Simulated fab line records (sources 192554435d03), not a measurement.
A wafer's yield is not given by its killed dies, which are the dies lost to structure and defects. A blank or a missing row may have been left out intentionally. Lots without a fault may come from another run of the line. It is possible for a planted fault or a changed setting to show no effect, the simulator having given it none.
Chamber matching | flow n5-finfet | 4 sister chambers for N5_HKMG_FIN_CMP_23 on cmp-04
The step polishes, stops on SiNx, t overpolish 10 s, target thk 46.326 nm. 4 wafers are shown with their chamber, then 10 later ones without.

## WAFERS PAIRED WITH THEIR CHAMBERS
wafer  | chamber | motor-current-A (A)
L084.3 | 2       | 11.6
L086.6 | 0       | 10.9
L087.1 | 1       | 12.9
L087.5 | 3       | 12.4

## WAFERS WITH NO CHAMBER GIVEN
wafer  | motor-current-A (A)
L087.6 | 10.9
L089.1 | 11.1
L089.3 | 12.8
L089.5 | 11.5
L092.1 | 13.4
L092.2 | 12.5
L092.3 | 10.6
L097.3 | 11.1
L097.4 | 12.0
L097.5 | 10.7

## THE CHAMBER EACH PASSED THROUGH
wafer  | from the rows above          | in truth
L087.6 | 0                            | 0
L089.1 | can't be placed: 0 or 2      | 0
L089.3 | can't be placed: 1 or 3      | 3
L089.5 | can't be placed: 2 or 0      | 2
L092.1 | can't be placed: 1 or 3      | 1
L092.2 | can't be placed: 3 or 1      | 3
L092.3 | 0                            | 0
L097.3 | can't be placed: 0 or 2      | 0
L097.4 | can't be placed: 2 or 3 or 1 | 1
L097.5 | 0                            | 0
Placed correctly: 3 of 10. Unplaceable from these rows: 7, with the true chamber sitting among the candidates in 7. Placed wrongly: 0.
How it was worked out, from the rows above alone: a wafer's distance from a chamber is the root of the sum, over the readings, of the square of ((its reading less the chamber's mean) divided by the reading's scatter). The wafer belongs to the nearest chamber; if the next one is less than 2 further off, it can't be placed. Each chamber's mean is taken over the wafers shown for it. The scatter: with one shown wafer a chamber, the root of the mean of the squares of how far each hidden wafer lies from its nearest shown one.
